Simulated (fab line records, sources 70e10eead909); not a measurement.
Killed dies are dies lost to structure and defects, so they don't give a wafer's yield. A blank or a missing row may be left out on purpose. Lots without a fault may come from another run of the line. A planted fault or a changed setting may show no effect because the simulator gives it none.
Chamber matching | flow nand_harc | NHARC_A_CONTACT_ETCH_102 on rie_diel-09: 4 sister chambers
The step etches the open film in CF4/O2, target depth 100 nm, overetch 10 nm, time 55 s. 22 wafers are shown with their chamber, then 11 later ones without.

WAFERS WITH THEIR CHAMBER
wafer  | chamber | drypump_motor_current_A (A) | showerhead_plenum_p_Torr (Torr) | rf_vpp_V (V)
L075.2 | 1       | 5.7                         | 1.24                            | 196.1
L075.3 | 0       | 5.3                         | 1.41                            | 198.7
L075.5 | 2       | 5.6                         | 1.24                            | 196.1
L077.3 | 0       | 5.3                         | 1.41                            | 199.0
L077.4 | 1       | 5.7                         | 1.24                            | 195.8
L077.5 | 3       | 6.2                         | 1.25                            | 196.9
L079.1 | 2       | 5.6                         | 1.24                            | 195.4
L079.4 | 0       | 5.3                         | 1.41                            | 199.7
L079.6 | 1       | 5.7                         | 1.24                            | 195.5
L080.2 | 3       | 6.2                         | 1.25                            | 194.4
L080.4 | 2       | 5.7                         | 1.24                            | 195.7
L080.6 | 3       | 6.2                         | 1.25                            | 197.0
L083.3 | 3       | 6.2                         | 1.25                            | 197.1
L083.4 | 1       | 5.7                         | 1.23                            | 195.9
L083.5 | 3       | 6.2                         | 1.25                            | 195.4
L089.1 | 2       | 5.6                         | 1.24                            | 195.7
L089.2 | 0       | 5.3                         | 1.40                            | 197.8
L089.3 | 1       | 5.7                         | 1.23                            | 194.6
L092.1 | 2       | 5.7                         | 1.24                            | 194.5
L092.5 | 1       | 5.7                         | 1.45                            | 198.8
L092.6 | 2       | 5.7                         | 1.24                            | 196.7
L093.1 | 3       | 6.2                         | 1.25                            | 197.1

SIGNATURES (means of the wafers above)
reading                  | chamber 0 | chamber 1 | chamber 2 | chamber 3 | scatter within a chamber
drypump_motor_current_A  | 5.300     | 5.700     | 5.650     | 6.200     | 0.0289
showerhead_plenum_p_Torr | 1.4075    | 1.2717    | 1.2400    | 1.2500    | 0.0462
rf_vpp_V                 | 198.800   | 196.117   | 195.683   | 196.317   | 1.08
Rule: a wafer's distance from a chamber is the root of the sum, over the readings, of the square of ((its reading less the chamber's mean) divided by the reading's scatter). The wafer belongs to the nearest chamber; if the next one is less than 2 further off, it can't be placed. The scatter: the root of (the sum of the squares of (reading less its chamber's mean) over the shown wafers, divided by (wafers less chambers)).

WAFERS WITHOUT THEIR CHAMBER
wafer  | drypump_motor_current_A (A) | showerhead_plenum_p_Torr (Torr) | rf_vpp_V (V)
L093.2 | 5.7                         | 1.45                            | 200.1
L093.5 | 5.3                         | 1.40                            | 199.2
L095.1 | 5.7                         | 1.45                            | 198.2
L095.2 | 5.6                         | 1.24                            | 195.8
L095.5 | 6.2                         | 1.25                            | 195.9
L094.1 | 5.7                         | 1.24                            | 196.6
L094.2 | 5.7                         | 1.45                            | 201.2
L094.5 | 5.6                         | 1.24                            | 195.8
L096.3 | 5.3                         | 1.40                            | 200.0
L096.5 | 6.2                         | 1.24                            | 195.4
L096.6 | 5.6                         | 1.24                            | 195.1

WHICH CHAMBER EACH WENT THROUGH
wafer  | from the rows above     | in truth
L093.2 | can't be placed: 1 or 2 | 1
L093.5 | 0                       | 0
L095.1 | can't be placed: 1 or 2 | 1
L095.2 | can't be placed: 2 or 1 | 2
L095.5 | 3                       | 3
L094.1 | can't be placed: 1 or 2 | 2
L094.2 | can't be placed: 1 or 2 | 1
L094.5 | can't be placed: 2 or 1 | 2
L096.3 | 0                       | 0
L096.5 | 3                       | 3
L096.6 | can't be placed: 2 or 1 | 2
Placed correctly: 4 of 11. Can't be placed from these rows: 7 (the true chamber is among the candidates in 7). Placed wrongly: 0.
